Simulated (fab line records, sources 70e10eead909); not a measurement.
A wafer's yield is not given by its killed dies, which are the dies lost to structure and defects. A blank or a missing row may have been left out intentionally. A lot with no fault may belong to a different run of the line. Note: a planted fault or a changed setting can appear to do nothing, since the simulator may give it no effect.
Chamber matching	flow nand harc	NHARC_A_SGD_CUT_ETCHBACK_24 on rie diel-03: 4 sister chambers
The step etches the open film in CH3F/O2, target depth 50 nm, time 92.857 s. 14 wafers are shown with their chamber, then 7 later ones without.

## EACH WAFER AND ITS CHAMBER
wafer	chamber	showerhead plenum p Torr (Torr)	drypump motor current A (A)	rf vpp V (V)
L776.2	1	2.44	5.70	244.5
L776.5	2	2.39	5.69	243.5
L776.6	3	2.38	5.36	243.3
L778.1	1	2.44	5.69	245.7
L778.3	3	2.38	5.38	244.7
L778.4	2	2.39	5.68	242.9
L781.4	3	2.38	5.37	243.8
L781.5	1	2.44	5.75	244.5
L781.6	2	2.39	5.69	243.6
L783.1	2	2.39	5.68	242.6
L783.4	0	2.62	5.34	246.9
L783.6	2	2.39	5.71	243.3
L789.1	1	2.44	5.70	243.7
L789.3	2	2.38	5.70	242.9

SIGNATURES (means of the wafers above)
reading	chamber 0	chamber 1	chamber 2	chamber 3	scatter within a chamber
showerhead plenum p Torr	2.6200	2.4400	2.3883	2.3800	0.00289
drypump motor current A	5.3400	5.7100	5.6917	5.3700	0.0176
rf vpp V	246.900	244.600	243.133	243.933	0.618
Rule: a wafer's distance from a chamber is the root of the sum, over the readings, of the square of ((its reading less the chamber's mean) divided by the reading's scatter). If the next closest chamber is less than 2 further off than the closest, the wafer can't be placed; otherwise it belongs to the closest. The scatter is the square root of a quotient: the sum, over the shown wafers, of each reading's squared deviation from its chamber's mean, divided by wafers minus chambers.

## WAFERS MISSING THEIR CHAMBER
wafer	showerhead plenum p Torr (Torr)	drypump motor current A (A)	rf vpp V (V)
L789.4	2.62	5.37	245.3
L792.1	2.38	5.70	244.0
L792.4	2.62	5.37	246.3
L792.5	2.62	5.36	246.7
L798.3	2.38	5.34	243.4
L798.4	2.44	5.70	244.0
L798.5	2.38	5.32	243.0

## THE CHAMBER EACH PASSED THROUGH
wafer	from the rows above	in truth
L789.4	0	0
L792.1	2	2
L792.4	0	0
L792.5	0	0
L798.3	3	3
L798.4	1	1
L798.5	3	3
7 of 7 placed correctly. Number that these rows cannot place: 0. 0 placed wrongly.
